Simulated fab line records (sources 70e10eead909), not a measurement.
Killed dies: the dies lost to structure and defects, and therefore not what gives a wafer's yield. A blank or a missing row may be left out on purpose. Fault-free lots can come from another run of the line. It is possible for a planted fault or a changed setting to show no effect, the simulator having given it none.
Chamber matching || flow nand-harc || rie-diel-07 running NHARC_A_CONTACT_ETCH_102: 4 sister chambers
The step etches the open film in CF4/O2, target depth 70 nm, overetch 7 nm, time 38.5 s. 20 wafers are shown with their chamber, then 10 later ones without.

WAFERS, EACH WITH ITS CHAMBER
{"wafer": "L076.2", "chamber": 3, "drypump-motor-current-A (A)": 5.6, "oes-product-au (a.u.)": 0.988, "rf-vpp-V (V)": 201.0}
{"wafer": "L076.3", "chamber": 0, "drypump-motor-current-A (A)": 5.1, "oes-product-au (a.u.)": 0.995, "rf-vpp-V (V)": 198.9}
{"wafer": "L076.6", "chamber": 0, "drypump-motor-current-A (A)": 5.0, "oes-product-au (a.u.)": 1.008, "rf-vpp-V (V)": 197.6}
{"wafer": "L080.1", "chamber": 0, "drypump-motor-current-A (A)": 5.0, "oes-product-au (a.u.)": 1.005, "rf-vpp-V (V)": 197.5}
{"wafer": "L080.3", "chamber": 2, "drypump-motor-current-A (A)": 5.5, "oes-product-au (a.u.)": 1.006, "rf-vpp-V (V)": 200.0}
{"wafer": "L080.4", "chamber": 3, "drypump-motor-current-A (A)": 5.6, "oes-product-au (a.u.)": 0.994, "rf-vpp-V (V)": 198.1}
{"wafer": "L080.2", "chamber": 3, "drypump-motor-current-A (A)": 5.6, "oes-product-au (a.u.)": 0.984, "rf-vpp-V (V)": 199.5}
{"wafer": "L080.5", "chamber": 0, "drypump-motor-current-A (A)": 5.0, "oes-product-au (a.u.)": 1.006, "rf-vpp-V (V)": 197.8}
{"wafer": "L080.6", "chamber": 2, "drypump-motor-current-A (A)": 5.5, "oes-product-au (a.u.)": 1.007, "rf-vpp-V (V)": 198.5}
{"wafer": "L078.2", "chamber": 3, "drypump-motor-current-A (A)": 5.6, "oes-product-au (a.u.)": 0.973, "rf-vpp-V (V)": 198.8}
{"wafer": "L078.3", "chamber": 2, "drypump-motor-current-A (A)": 5.4, "oes-product-au (a.u.)": 1.005, "rf-vpp-V (V)": 200.0}
{"wafer": "L078.5", "chamber": 2, "drypump-motor-current-A (A)": 5.4, "oes-product-au (a.u.)": 0.995, "rf-vpp-V (V)": 197.0}
{"wafer": "L085.2", "chamber": 2, "drypump-motor-current-A (A)": 5.4, "oes-product-au (a.u.)": 0.993, "rf-vpp-V (V)": 196.8}
{"wafer": "L085.3", "chamber": 3, "drypump-motor-current-A (A)": 5.6, "oes-product-au (a.u.)": 0.987, "rf-vpp-V (V)": 198.5}
{"wafer": "L085.4", "chamber": 1, "drypump-motor-current-A (A)": 5.5, "oes-product-au (a.u.)": 1.018, "rf-vpp-V (V)": 198.9}
{"wafer": "L088.2", "chamber": 0, "drypump-motor-current-A (A)": 5.1, "oes-product-au (a.u.)": 1.008, "rf-vpp-V (V)": 197.5}
{"wafer": "L088.5", "chamber": 3, "drypump-motor-current-A (A)": 5.6, "oes-product-au (a.u.)": 1.001, "rf-vpp-V (V)": 199.6}
{"wafer": "L088.6", "chamber": 0, "drypump-motor-current-A (A)": 5.1, "oes-product-au (a.u.)": 1.009, "rf-vpp-V (V)": 197.9}
{"wafer": "L090.2", "chamber": 3, "drypump-motor-current-A (A)": 5.6, "oes-product-au (a.u.)": 0.991, "rf-vpp-V (V)": 199.0}
{"wafer": "L090.5", "chamber": 1, "drypump-motor-current-A (A)": 5.5, "oes-product-au (a.u.)": 1.012, "rf-vpp-V (V)": 199.9}

SIGNATURES (means of the wafers above)
{"reading": "drypump-motor-current-A", "chamber 0": 5.050, "chamber 1": 5.500, "chamber 2": 5.440, "chamber 3": 5.600, "scatter within a chamber": 0.0411}
{"reading": "oes-product-au", "chamber 0": 1.00517, "chamber 1": 1.01500, "chamber 2": 1.00120, "chamber 3": 0.98829, "scatter within a chamber": 0.007}
{"reading": "rf-vpp-V", "chamber 0": 197.867, "chamber 1": 199.400, "chamber 2": 198.460, "chamber 3": 199.214, "scatter within a chamber": 1.03}
Rule: distance of a wafer from a chamber = root of the sum over the readings of ((wafer's reading minus chamber's mean) / reading's scatter) squared. If the next closest chamber is less than 2 further off than the closest, the wafer can't be placed; otherwise it belongs to the closest. The scatter: take each reading less its chamber's mean, square it, sum over the shown wafers, divide by the number of wafers less the number of chambers, and take the root.

WAFERS WITH NO CHAMBER GIVEN
{"wafer": "L090.6", "drypump-motor-current-A (A)": 5.1, "oes-product-au (a.u.)": 1.003, "rf-vpp-V (V)": 198.1}
{"wafer": "L092.2", "drypump-motor-current-A (A)": 5.4, "oes-product-au (a.u.)": 0.991, "rf-vpp-V (V)": 198.5}
{"wafer": "L092.3", "drypump-motor-current-A (A)": 5.0, "oes-product-au (a.u.)": 1.016, "rf-vpp-V (V)": 198.6}
{"wafer": "L092.6", "drypump-motor-current-A (A)": 5.0, "oes-product-au (a.u.)": 1.011, "rf-vpp-V (V)": 196.6}
{"wafer": "L093.2", "drypump-motor-current-A (A)": 5.6, "oes-product-au (a.u.)": 0.989, "rf-vpp-V (V)": 199.6}
{"wafer": "L093.3", "drypump-motor-current-A (A)": 5.4, "oes-product-au (a.u.)": 0.980, "rf-vpp-V (V)": 198.7}
{"wafer": "L093.5", "drypump-motor-current-A (A)": 5.5, "oes-product-au (a.u.)": 1.010, "rf-vpp-V (V)": 199.7}
{"wafer": "L095.1", "drypump-motor-current-A (A)": 5.5, "oes-product-au (a.u.)": 1.012, "rf-vpp-V (V)": 199.7}
{"wafer": "L095.2", "drypump-motor-current-A (A)": 5.1, "oes-product-au (a.u.)": 1.020, "rf-vpp-V (V)": 198.9}
{"wafer": "L095.4", "drypump-motor-current-A (A)": 5.5, "oes-product-au (a.u.)": 0.985, "rf-vpp-V (V)": 198.8}

CHAMBER TAKEN BY EACH
{"wafer": "L090.6", "from the rows above": 0, "in truth": 0}
{"wafer": "L092.2", "from the rows above": 2, "in truth": 2}
{"wafer": "L092.3", "from the rows above": 0, "in truth": 0}
{"wafer": "L092.6", "from the rows above": 0, "in truth": 0}
{"wafer": "L093.2", "from the rows above": 3, "in truth": 3}
{"wafer": "L093.3", "from the rows above": "can't be placed: 2 or 3", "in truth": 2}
{"wafer": "L093.5", "from the rows above": "can't be placed: 1 or 2", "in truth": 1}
{"wafer": "L095.1", "from the rows above": "can't be placed: 1 or 2", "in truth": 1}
{"wafer": "L095.2", "from the rows above": 0, "in truth": 0}
{"wafer": "L095.4", "from the rows above": "can't be placed: 3 or 2 or 1", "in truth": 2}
Correct placement for 6 of the 10. Cannot be placed on the basis of these rows: 4; the candidates contain the true chamber in 4. Placed wrongly: 0.
